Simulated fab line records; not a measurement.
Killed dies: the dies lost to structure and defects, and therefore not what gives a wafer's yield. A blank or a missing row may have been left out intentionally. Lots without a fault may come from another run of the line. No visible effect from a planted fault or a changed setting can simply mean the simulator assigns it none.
Chamber matching ; flow n5Finfet ; N5_BEOL_M1_CO_CAP_55 on cvdCo-02 has 3 sister chambers
The step material Co, precursor CCTBA/H2, target thk 2 nm, time 102.1 s. 3 wafers are shown with their chamber, then 12 later ones without.

## WAFERS, EACH WITH ITS CHAMBER
wafer;chamber;heaterPowerW (W)
L082.1;2;260
L087.2;0;247
L087.4;1;210

## WAFERS WITH NO CHAMBER GIVEN
wafer;heaterPowerW (W)
L089.2;247
L089.3;254
L089.6;204
L091.2;248
L091.4;200
L091.5;255
L095.2;202
L095.3;258
L095.5;201
L096.2;203
L096.4;250
L096.6;203

## CHAMBER TAKEN BY EACH
wafer;from the rows above;in truth
L089.2;0;0
L089.3;can't be placed: 2 or 0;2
L089.6;1;1
L091.2;can't be placed: 0 or 2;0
L091.4;1;1
L091.5;can't be placed: 2 or 0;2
L095.2;1;1
L095.3;can't be placed: 2 or 0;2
L095.5;1;1
L096.2;1;1
L096.4;can't be placed: 0 or 2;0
L096.6;1;1
Correctly placed: 7 of 12. Can't be placed from these rows: 5 (the true chamber is among the candidates in 5). Wrongly placed: 0.
How it was worked out, from the rows above alone: a wafer's distance from a chamber is the root of the sum, over the readings, of the square of ((its reading less the chamber's mean) divided by the reading's scatter). The wafer belongs to the nearest chamber; if the next one is less than 2 further off, it can't be placed. For every chamber, the mean is computed from those of its wafers that are shown. The scatter: root of mean squared gap, hidden wafer to nearest shown wafer, with one shown wafer a chamber.
